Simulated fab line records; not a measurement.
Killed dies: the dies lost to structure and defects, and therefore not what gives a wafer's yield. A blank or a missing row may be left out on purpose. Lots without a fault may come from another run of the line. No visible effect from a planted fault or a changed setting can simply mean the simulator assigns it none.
Problem report, 8D (eight disciplines) form, completed by code    flow n5-finfet    the parts of the form that need people (team, actions taken, sign-off) are left out

1. THE PROBLEM
cd-nm at N5_FIN_SAQP_CD_MEAS_31 reads a mean of 13.72 nm on 5 wafers of 2 lots; wafers without a fault read 8.11 nm with a standard deviation of 0.22. Measured from the usual mean, that is +26 standard deviations.
The step: target cd 8 nm.
Seen first at day 5 10:01 on cd-sem-02, wafer L246.1. The record holds 29 wafers of 10 lots with a number at this step. Rule for "out", or "out of limits": more than 4 standard deviations from the usual mean. The other wafers with a number count as sound.

2. WHAT THIS IS AND IS NOT
question                     is                                      is not
which readings at this step  cd-nm                                   -
which lots                   L246, L247                              L233, L234, L236, L237, L238, L240, L255, L256
which wafers of those lots   L246.1, L246.6, L247.1, L247.3, L247.6  L246.4
read on which gauges         cd-sem-02, cd-sem-03                    cd-sem-01
when                         from day 5 10:01                        up to then (18 sound wafers); but 6 sound wafers of L255, L256 came after

3. SUSPECTS, AND WHAT RULES EACH OUT
Counting: if a tool at a process step up to the reading ran every lot that is out, it stays a suspect. Sound lots after the first of them don't rule it out here, since some wafers of a struck lot are sound.
- the gauge at N5_FIN_SAQP_CD_MEAS_31: ruled out. 2 gauges (cd-sem-02, cd-sem-03) read the wafers that are out.
- ald-sin-02 at N5_FIN_SAQP_SPACER2_ALD_28 (deposits SiO2, target thk 8.1 nm, pulse time 1 s, purge time 2 s): kept. It ran every lot that is out, first L246 (day 5 09:14); its last sound lot up to then is L240 (day 3 19:22).
The count leaves ald-sin-02 at N5_FIN_SAQP_SPACER2_ALD_28.

4. THE CAUSE (what the simulator had put in)
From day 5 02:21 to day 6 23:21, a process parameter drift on ald-sin-02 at N5_FIN_SAQP_SPACER2_ALD_28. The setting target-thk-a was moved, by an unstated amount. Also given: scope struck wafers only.
This tool alone remained once counting was done.

5. THE CHAIN OF EFFECTS, in route order
Each row: a reading where the mean over the struck wafers with a number is more than 3 standard deviations away from the usual. Only readings for which the record gives a usual standard deviation are gone through. hours: the time from each lot's start at the first step in this table that gives one to its start at this step, as a median over the lots. sigmas: the change in usual standard deviations.
hours  step                          reading  usual    on struck wafers  change  sigmas
0      N5_FIN_SAQP_CD_MEAS_31        cd-nm    8.11 nm  13.72             +5.61   +26
11     N5_STI_FIN_REVEAL_CD_MEAS_22  cd-nm    6.3 nm   12.0              +5.7    +19

6. WHAT WOULD HAVE CAUGHT IT SOONER
In this record the first reading out of limits at a measuring or inspecting step was taken at day 5 10:01, 8 hours after the fault began at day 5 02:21.
An alarm limit of 4 standard deviations would not have fired on the tool readings at N5_FIN_SAQP_SPACER2_ALD_28 for which the record gives a usual standard deviation, since none of them was out on any struck wafer.
L247, from the lots that are out (2), started N5_FIN_SAQP_SPACER2_ALD_28 on ald-sin-02 later than day 5 10:01. A hold on the tool at that time would have spared it.
